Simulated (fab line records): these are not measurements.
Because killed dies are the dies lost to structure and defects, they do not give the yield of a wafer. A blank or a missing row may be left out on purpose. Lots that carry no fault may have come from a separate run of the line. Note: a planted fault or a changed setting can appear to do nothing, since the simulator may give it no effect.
Matching of chambers / flow nandHarc / NHARC_A_CONTACT_ETCH_88 on rieDiel-12: 4 sister chambers
The step etches the open film in CF4, target depth 39 nm, time 65 s. 4 wafers are shown with their chamber, then 8 later ones without.

== WAFERS WITH THEIR CHAMBER ==
wafer=L960.1; chamber=1; showerheadPlenumPTorr (Torr)=1.78
wafer=L960.2; chamber=2; showerheadPlenumPTorr (Torr)=1.86
wafer=L960.4; chamber=0; showerheadPlenumPTorr (Torr)=1.90
wafer=L961.2; chamber=3; showerheadPlenumPTorr (Torr)=1.84

== WAFERS WHOSE CHAMBER IS MISSING ==
wafer=L961.5; showerheadPlenumPTorr (Torr)=1.86
wafer=L961.6; showerheadPlenumPTorr (Torr)=1.84
wafer=L963.4; showerheadPlenumPTorr (Torr)=1.85
wafer=L963.5; showerheadPlenumPTorr (Torr)=1.78
wafer=L963.6; showerheadPlenumPTorr (Torr)=1.89
wafer=L964.3; showerheadPlenumPTorr (Torr)=1.78
wafer=L964.5; showerheadPlenumPTorr (Torr)=1.78
wafer=L964.6; showerheadPlenumPTorr (Torr)=1.85

== WHICH CHAMBER EACH WENT THROUGH ==
wafer=L961.5; from the rows above=2; in truth=2
wafer=L961.6; from the rows above=3; in truth=3
wafer=L963.4; from the rows above=can't be placed: 2 or 3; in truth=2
wafer=L963.5; from the rows above=1; in truth=1
wafer=L963.6; from the rows above=0; in truth=0
wafer=L964.3; from the rows above=1; in truth=1
wafer=L964.5; from the rows above=1; in truth=1
wafer=L964.6; from the rows above=can't be placed: 2 or 3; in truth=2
Correct placement for 6 of the 8. These rows do not allow placing 2 (true chamber among the candidates in 2). 0 placed wrongly.
How it was worked out, from the rows above alone: a wafer's distance from a chamber is the root of the sum, over the readings, of the square of ((its reading less the chamber's mean) divided by the reading's scatter). If the next closest chamber is less than 2 further off than the closest, the wafer can't be placed; otherwise it belongs to the closest. The mean given for a chamber averages the wafers shown for that chamber. The scatter: root of mean squared gap, hidden wafer to nearest shown wafer, with one shown wafer a chamber.
